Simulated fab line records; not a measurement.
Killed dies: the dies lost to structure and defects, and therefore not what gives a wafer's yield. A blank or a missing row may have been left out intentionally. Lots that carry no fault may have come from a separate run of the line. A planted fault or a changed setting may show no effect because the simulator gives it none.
Chamber matching | flow n5_finfet | rie_diel-05 running N5_BEOL_M3_DESCUM_16: 4 sister chambers
The step chemistry O2, time 7 s. 8 wafers are shown with their chamber, then 10 later ones without.

WAFERS WITH THEIR CHAMBER
wafer  | chamber | showerhead_plenum_p_Torr (Torr) | drypump_motor_current_A (A)
L074.2 | 2       | 2.11                            | 5.3
L077.1 | 2       | 2.11                            | 5.3
L077.2 | 1       | 2.03                            | 6.1
L078.2 | 0       | 2.16                            | 5.9
L081.3 | 1       | 2.03                            | 6.1
L081.6 | 3       | 2.14                            | 6.2
L083.1 | 0       | 2.15                            | 5.9
L083.2 | 3       | 2.14                            | 6.1

WAFERS WHOSE CHAMBER IS MISSING
wafer  | showerhead_plenum_p_Torr (Torr) | drypump_motor_current_A (A)
L083.6 | 2.11                            | 5.3
L091.2 | 2.13                            | 6.2
L091.3 | 2.02                            | 6.1
L091.6 | 2.15                            | 5.9
L092.1 | 2.15                            | 5.9
L092.2 | 2.10                            | 5.3
L092.5 | 2.13                            | 6.2
L095.1 | 2.13                            | 6.3
L095.3 | 2.15                            | 5.9
L095.6 | 2.15                            | 5.9

EACH ONE'S CHAMBER
wafer  | from the rows above | in truth
L083.6 | 2                   | 2
L091.2 | 3                   | 3
L091.3 | 1                   | 1
L091.6 | 0                   | 0
L092.1 | 0                   | 0
L092.2 | 2                   | 2
L092.5 | 3                   | 3
L095.1 | 3                   | 3
L095.3 | 0                   | 0
L095.6 | 0                   | 0
Correctly placed: 10 of 10. Can't be placed from these rows: 0. 0 placed wrongly.
How it was worked out, from the rows above alone: a wafer's distance from a chamber is the root of the sum, over the readings, of the square of ((its reading less the chamber's mean) divided by the reading's scatter). If the next closest chamber is less than 2 further off than the closest, the wafer can't be placed; otherwise it belongs to the closest. Each chamber's mean is taken over the wafers shown for it. The scatter: take each reading less its chamber's mean, square it, sum over the shown wafers, divide by the number of wafers less the number of chambers, and take the root.
